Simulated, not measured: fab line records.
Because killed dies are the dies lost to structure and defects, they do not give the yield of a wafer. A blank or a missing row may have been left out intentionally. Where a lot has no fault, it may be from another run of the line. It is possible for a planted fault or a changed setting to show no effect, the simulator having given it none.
Chamber matching / flow n5 finfet / rie diel-05 running N5_HKMG_FIN_DESCUM_17: 4 sister chambers
The step chemistry O2, time 7.9 s. 22 wafers are shown with their chamber, then 11 later ones without.

## WAFERS WITH THEIR CHAMBER
wafer=L076.1; chamber=1; showerhead plenum p Torr (Torr)=1.93; drypump motor current A (A)=5.4; throttle valve pct (%)=20.44
wafer=L076.5; chamber=3; showerhead plenum p Torr (Torr)=2.17; drypump motor current A (A)=6.3; throttle valve pct (%)=20.61
wafer=L076.6; chamber=0; showerhead plenum p Torr (Torr)=2.18; drypump motor current A (A)=5.5; throttle valve pct (%)=20.19
wafer=L083.1; chamber=0; showerhead plenum p Torr (Torr)=2.18; drypump motor current A (A)=5.6; throttle valve pct (%)=20.22
wafer=L083.2; chamber=1; showerhead plenum p Torr (Torr)=1.92; drypump motor current A (A)=5.4; throttle valve pct (%)=20.50
wafer=L083.3; chamber=3; showerhead plenum p Torr (Torr)=2.16; drypump motor current A (A)=6.3; throttle valve pct (%)=20.64
wafer=L083.4; chamber=3; showerhead plenum p Torr (Torr)=2.16; drypump motor current A (A)=6.4; throttle valve pct (%)=20.61
wafer=L083.5; chamber=0; showerhead plenum p Torr (Torr)=2.18; drypump motor current A (A)=5.6; throttle valve pct (%)=20.21
wafer=L083.6; chamber=1; showerhead plenum p Torr (Torr)=1.92; drypump motor current A (A)=5.4; throttle valve pct (%)=20.49
wafer=L084.1; chamber=1; showerhead plenum p Torr (Torr)=1.92; drypump motor current A (A)=5.4; throttle valve pct (%)=20.48
wafer=L084.2; chamber=3; showerhead plenum p Torr (Torr)=2.16; drypump motor current A (A)=6.3; throttle valve pct (%)=20.64
wafer=L084.3; chamber=0; showerhead plenum p Torr (Torr)=2.18; drypump motor current A (A)=5.5; throttle valve pct (%)=20.21
wafer=L084.4; chamber=0; showerhead plenum p Torr (Torr)=2.18; drypump motor current A (A)=5.5; throttle valve pct (%)=20.21
wafer=L084.5; chamber=3; showerhead plenum p Torr (Torr)=2.16; drypump motor current A (A)=6.3; throttle valve pct (%)=20.63
wafer=L084.6; chamber=1; showerhead plenum p Torr (Torr)=1.92; drypump motor current A (A)=5.4; throttle valve pct (%)=20.50
wafer=L086.1; chamber=2; showerhead plenum p Torr (Torr)=2.24; drypump motor current A (A)=5.8; throttle valve pct (%)=20.28
wafer=L086.4; chamber=0; showerhead plenum p Torr (Torr)=2.18; drypump motor current A (A)=5.5; throttle valve pct (%)=20.22
wafer=L086.5; chamber=2; showerhead plenum p Torr (Torr)=2.24; drypump motor current A (A)=5.8; throttle valve pct (%)=20.28
wafer=L092.1; chamber=0; showerhead plenum p Torr (Torr)=2.17; drypump motor current A (A)=5.5; throttle valve pct (%)=20.22
wafer=L092.2; chamber=2; showerhead plenum p Torr (Torr)=2.23; drypump motor current A (A)=5.8; throttle valve pct (%)=20.29
wafer=L092.3; chamber=1; showerhead plenum p Torr (Torr)=1.92; drypump motor current A (A)=5.4; throttle valve pct (%)=20.50
wafer=L092.4; chamber=3; showerhead plenum p Torr (Torr)=2.15; drypump motor current A (A)=6.3; throttle valve pct (%)=20.66

SIGNATURES (means of the wafers above)
reading=showerhead plenum p Torr; chamber 0=2.1786; chamber 1=1.9217; chamber 2=2.2367; chamber 3=2.1600; scatter within a chamber=0.00492
reading=drypump motor current A; chamber 0=5.529; chamber 1=5.400; chamber 2=5.800; chamber 3=6.317; scatter within a chamber=0.0354
reading=throttle valve pct; chamber 0=20.2114; chamber 1=20.4850; chamber 2=20.2833; chamber 3=20.6317; scatter within a chamber=0.0173
Rule: for a wafer and a chamber, the distance is found by dividing, reading by reading, the gap between the wafer's reading and the chamber's mean by the reading's scatter, squaring, summing and taking the root. If the next closest chamber is less than 2 further off than the closest, the wafer can't be placed; otherwise it belongs to the closest. How the scatter is found: for the shown wafers, subtract from each reading the mean of its chamber, square and add these, divide the total by (wafers less chambers), then take the root.

## WAFERS WHOSE CHAMBER IS MISSING
wafer=L092.5; showerhead plenum p Torr (Torr)=2.23; drypump motor current A (A)=5.8; throttle valve pct (%)=20.28
wafer=L092.6; showerhead plenum p Torr (Torr)=1.92; drypump motor current A (A)=5.4; throttle valve pct (%)=20.50
wafer=L095.2; showerhead plenum p Torr (Torr)=1.92; drypump motor current A (A)=5.4; throttle valve pct (%)=20.50
wafer=L095.5; showerhead plenum p Torr (Torr)=1.92; drypump motor current A (A)=5.4; throttle valve pct (%)=20.50
wafer=L095.6; showerhead plenum p Torr (Torr)=2.23; drypump motor current A (A)=5.8; throttle valve pct (%)=20.29
wafer=L097.1; showerhead plenum p Torr (Torr)=1.91; drypump motor current A (A)=5.4; throttle valve pct (%)=20.51
wafer=L097.2; showerhead plenum p Torr (Torr)=2.17; drypump motor current A (A)=5.5; throttle valve pct (%)=20.25
wafer=L097.3; showerhead plenum p Torr (Torr)=2.23; drypump motor current A (A)=5.8; throttle valve pct (%)=20.30
wafer=L097.4; showerhead plenum p Torr (Torr)=2.15; drypump motor current A (A)=6.3; throttle valve pct (%)=20.65
wafer=L097.5; showerhead plenum p Torr (Torr)=2.23; drypump motor current A (A)=5.8; throttle valve pct (%)=20.31
wafer=L097.6; showerhead plenum p Torr (Torr)=2.15; drypump motor current A (A)=6.3; throttle valve pct (%)=20.66

## THE CHAMBER EACH PASSED THROUGH
wafer=L092.5; from the rows above=2; in truth=2
wafer=L092.6; from the rows above=1; in truth=1
wafer=L095.2; from the rows above=1; in truth=1
wafer=L095.5; from the rows above=1; in truth=1
wafer=L095.6; from the rows above=2; in truth=2
wafer=L097.1; from the rows above=1; in truth=1
wafer=L097.2; from the rows above=0; in truth=0
wafer=L097.3; from the rows above=2; in truth=2
wafer=L097.4; from the rows above=3; in truth=3
wafer=L097.5; from the rows above=2; in truth=2
wafer=L097.6; from the rows above=3; in truth=3
Correctly placed: 11 of 11. Can't be placed from these rows: 0. Number placed wrongly: 0.
